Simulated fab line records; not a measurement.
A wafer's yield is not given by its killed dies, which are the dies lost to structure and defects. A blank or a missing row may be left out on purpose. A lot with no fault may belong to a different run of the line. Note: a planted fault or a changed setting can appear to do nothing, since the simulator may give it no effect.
fab line records	flow n5-finfet
[record] lots = 7	wafers = 39
route steps=1938 shown HKMG_FIN@386 MOL_CONTACT_COAG@551
start-h: the number of hours between the record's first day and the start of the first shown wafer of the lot	wait-h: how many hours have passed since the lot's step before this one	" as in the row above	L1.1+2: a single row standing in for several wafers	- either no value or no given start	* or withheld: withheld	< > ~ a bound
route shown NAME@n: names a module that has steps shown in the file, with the first one's number in the route	usual: the fault-free wafers' mean and standard deviation	same: alike in all rows	chamber/n: place in a boat	sites: each site's reading	_std_site: the standard deviation of these	_edge_site: the outer-site mean with the inner-site mean subtracted	radius-mm: for every site, how far away it sits from the centre of the wafer	mask NAME#n: copy n	behind: the most recent tool/chamber to have shaped the wafer	hold: why the lot went on hold/how many hours it stayed there/how the hold came to an end	device: whichever transistor did not switch (one of n, p or np)	end of line: the same wafers' tests at the end of the route	a step without rows: its recipe alone	killed: not the wafer's yield, but the dies lost to structure and defects at the first sort	map: per-die view of a wafer (x killed, . not killed, _ where there is no die)
set.NAME: the run value of the setting; set.NAME@STEP: its run value at that earlier step	model.NAME: the simulator's own value behind a step, which no gauge read
lots with deliberately changed settings; one table per step, one row per wafer
[[steps]]
[step N5_HKMG_FIN_HK_ALD_01]
[recipe] material = HfO2	target-thk-a = 16	temp-c = withheld	ald-precursor-family = HfCl4	ald-co-reactant = H2O	pulse-time-s = 3	purge-time-s = 3	co-reactant-purge-time-s = 2.5	co-reactant-pulse-time-s = 0.3	ald-cycles = 30
lot.wafer	tool	chamber	start-h	wait-h	set.ald-cycles
L076.1+2+6	ald-hk-01	3,0,2	84.19	0.0	30
L080.1+2+6	ald-hk-03	3,2,0	105.77	0.0	26
L080.3+4+5	"	1,0,3	"	"	30
L082.1+2+6	ald-hk-03	0,2,3	121.70	0.0	27
L082.3+4+5	"	3,1,0	"	"	30
L085.1+2+3+4+5+6	ald-hk-03	2,1,3,0,1,0	145.49	0.0	30
L088.1+2+6	ald-hk-03	0,2,0	153.36	0.0	30
L088.3+4+5	"	1,3,1	"	"	28
L089.1+3+4	ald-hk-03	0,2,3	160.61	0.0	34
L089.2+5+6	"	1,1,0	"	"	30
L093.1+2+3+4+5+6	ald-hk-01	3,2,1,0,1,0	187.47	0.0	30
[step N5_HKMG_FIN_HK_ANNEAL_02]
[recipe] temp-c = 700	time-s = 30	ambient = N2	idle-temp-c = 600	ramp-up-c-per-s = 150	ramp-down-c-per-s = 60	cool-to-c = 600
[step N5_HKMG_FIN_ALD_74]
[recipe] material = La2O3	target-thk-a = 5	temp-c = 250	ald-precursor-family = La-Cp	ald-co-reactant = O3	pulse-time-s = 6	co-reactant-pulse-time-s = 1	purge-time-s = 3	co-reactant-purge-time-s = 3
[step N5_HKMG_FIN_WET_ETCH_82]
[recipe] chemistry = dHCl	mix = 1:10000	temp-c = 25	target = La2O3	stop-on = HfO2	target-depth-nm = 2	dry = ipa-marangoni	rinse-time-s = 30	rinse-temp-c = 23
[step N5_HKMG_FIN_ALD_36]
[recipe] material = TiN	target-thk-a = 10	temp-c = 400	ald-precursor-family = TiCl4	ald-co-reactant = NH3	pulse-time-s = 1	purge-time-s = 3	co-reactant-purge-time-s = 2	co-reactant-pulse-time-s = 2	ald-cycles = 47	pressure-torr = 3
[step N5_HKMG_FIN_THK_MEAS_70]
[recipe] thk-meas-gauge = xrf	reads = HfO2_of_HKMG_FIN_HK_ALD_01
[usual] HK_THK = 1.594/0.021
lot.wafer	tool	chamber	start-h	wait-h	set.ald-cycles@HKMG_FIN_HK_ALD_01	HK_THK[nm]
L076.1	film-metro-02	-	87.69	0.2	30	1.606
L076.2	"	-	"	"	30	1.615
L076.6	"	-	"	"	30	1.643
L080.1	film-metro-01	-	109.34	0.2	26	1.360
L080.2	"	-	"	"	26	1.386
L080.3	"	-	"	"	30	1.562
L080.4	"	-	"	"	30	1.576
L080.5	"	-	"	"	30	1.570
L080.6	"	-	"	"	26	1.388
L082.1	film-metro-01	-	126.24	0.2	27	1.443
L082.2	"	-	"	"	27	1.435
L082.3	"	-	"	"	30	1.589
L082.4	"	-	"	"	30	1.591
L082.5	"	-	"	"	30	1.593
L082.6	"	-	"	"	27	1.429
L085.1	film-metro-02	-	149.09	0.2	30	1.629
L085.2	"	-	"	"	30	1.580
L085.3	"	-	"	"	30	1.606
L085.4	"	-	"	"	30	1.638
L085.5	"	-	"	"	30	1.573
L085.6	"	-	"	"	30	1.615
L088.1	film-metro-01	-	156.80	0.2	30	1.580
L088.2	"	-	"	"	30	1.592
L088.3	"	-	"	"	28	1.469
L088.4	"	-	"	"	28	1.496
L088.5	"	-	"	"	28	1.462
L088.6	"	-	"	"	30	1.607
L089.1	film-metro-02	-	164.10	0.2	34	1.813
L089.2	"	-	"	"	30	1.615
L089.3	"	-	"	"	34	1.833
L089.4	"	-	"	"	34	1.788
L089.5	"	-	"	"	30	1.598
L089.6	"	-	"	"	30	1.613
L093.1	film-metro-02	-	190.93	0.2	30	1.631
L093.2	"	-	"	"	30	1.622
L093.3	"	-	"	"	30	1.627
L093.4	"	-	"	"	30	1.635
L093.5	"	-	"	"	30	1.628
L093.6	"	-	"	"	30	1.588
[step N5_HKMG_FIN_ETCH_35]
[recipe] chemistry = N2/H2	target = SOC	target-depth-a = 2158	ion-energy-ev = 65	bias-w = 5	source-w = 3000	time-s = 243.4	pressure-mtorr = 30	n2-flow-sccm = 200	h2-flow-sccm = 200
[usual] rf-vpp-V = 141.8/0.92
lot.wafer	tool	chamber	start-h	wait-h	set.source-w	rf-vpp-V
L076.1	rie-diel-04	2	89.02	0.0	3000	143.2
L076.2	"	1	"	"	3000	140.5
L076.6	"	3	"	"	3000	142.0
L080.1	rie-diel-04	1	110.61	0.0	3498	133.1
L080.2	"	0	"	"	3000	142.0
L080.3	"	2	"	"	3498	134.7
L080.4	"	3	"	"	3000	142.1
L080.5	"	0	"	"	3498	135.7
L080.6	"	1	"	"	3000	141.5
L082.1	rie-diel-01	3	127.52	0.0	2754	146.9
L082.2	"	2	"	"	3000	141.4
L082.3	"	0	"	"	3000	139.6
L082.4	"	0	"	"	2754	145.2
L082.5	"	3	"	"	2754	146.3
L082.6	"	2	"	"	3000	142.5
L085.1	rie-diel-01	2	150.35	0.0	3000	141.5
L085.2	"	3	"	"	3571	133.7
L085.3	"	1	"	"	3000	141.0
L085.4	"	0	"	"	3571	132.9
L085.5	"	2	"	"	3571	134.3
L085.6	"	3	"	"	3000	142.7
L088.1	rie-diel-02	1	158.06	0.0	3000	142.3
L088.2	"	0	"	"	3000	143.2
L088.3	"	3	"	"	3000	143.0
L088.4	"	2	"	"	3000	142.9
L088.5	"	0	"	"	3000	141.6
L088.6	"	1	"	"	3000	141.8
L089.1	rie-diel-04	3	165.36	0.0	3000	142.3
L089.2	"	2	"	"	3000	143.7
L089.3	"	0	"	"	3000	141.5
L089.4	"	1	"	"	3000	141.7
L089.5	"	0	"	"	3000	142.7
L089.6	"	1	"	"	3000	140.9
L093.1	rie-diel-04	2	192.07	0.0	2602	149.3
L093.2	"	3	"	"	3000	140.4
L093.3	"	1	"	"	3000	141.2
L093.4	"	0	"	"	2602	150.1
L093.5	"	0	"	"	2602	150.3
L093.6	"	3	"	"	3000	140.7
[step N5_MOL_CONTACT_COAG_SPUTTER_130]
[recipe] material = Co	target-thk-a = 475	temp-c = 25	chamber-pressure-pa = 0.5	power-w = 3000
lot.wafer	tool	chamber	start-h	wait-h	set.target-thk-a	model.Co_of_MOL_CONTACT_COAG_SPUTTER_130.thk-nm
L076.1+2	pvd-sputter-02	-	111.42	0.0	475	47
L076.6	"	-	"	"	475	47.4
L080.1+5	pvd-sputter-02	-	129.03	0.0	475	47.8
L080.2	"	-	"	"	475	47.4
L080.3	"	-	"	"	475	49
L080.4+6	"	-	"	"	475	48
L082.1+5	pvd-sputter-03	-	145.28	0.0	520.1	51.8
L082.2	"	-	"	"	475	47
L082.3	"	-	"	"	475	47.8
L082.4	"	-	"	"	475	47.4
L082.6	"	-	"	"	520.1	52.2
L085.1	pvd-sputter-03	-	167.12	0.0	475	48
L085.2	"	-	"	"	475	48.2
L085.3	"	-	"	"	508.7	51
L085.4	"	-	"	"	508.7	51.2
L085.5	"	-	"	"	475	47.8
L085.6	"	-	"	"	508.7	51.4
L088.1	pvd-sputter-02	-	175.90	0.0	494.6	48.8
L088.2	"	-	"	"	494.6	49.4
L088.3	"	-	"	"	494.6	50.4
L088.4	"	-	"	"	475	47.2
L088.5	"	-	"	"	475	47
L088.6	"	-	"	"	475	46.8
L089.1+3	pvd-sputter-01	-	183.65	0.0	475	48.2
L089.2	"	-	"	"	432.7	43.2
L089.4+5	"	-	"	"	432.7	43.6
L089.6	"	-	"	"	475	47.4
L093.1+2	pvd-sputter-01	-	209.35	0.0	475	47.6
L093.3	"	-	"	"	443	45.2
L093.4	"	-	"	"	443	44.6
L093.5	"	-	"	"	475	48.6
L093.6	"	-	"	"	443	44
[[key]]
[split] step = N5_HKMG_FIN_HK_ALD_01	setting = ald-cycles	stated = 30	by = wafer
[response] step = N5_HKMG_FIN_THK_MEAS_70	reading = HK_THK	change = +0.0152	per = 1%	r = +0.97
[split] step = N5_HKMG_FIN_ETCH_35	setting = source-w	stated = 3000	by = wafer
[response] step = N5_HKMG_FIN_ETCH_35	reading = rf-vpp-V	change = -0.497	per = 1%	r = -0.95
[split] step = N5_MOL_CONTACT_COAG_SPUTTER_130	setting = target-thk-a	stated = 475	by = wafer
[response] step = N5_MOL_CONTACT_COAG_SPUTTER_130	reading = model.Co_of_MOL_CONTACT_COAG_SPUTTER_130.thk-nm	change = +0.491	per = 1%	r = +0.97
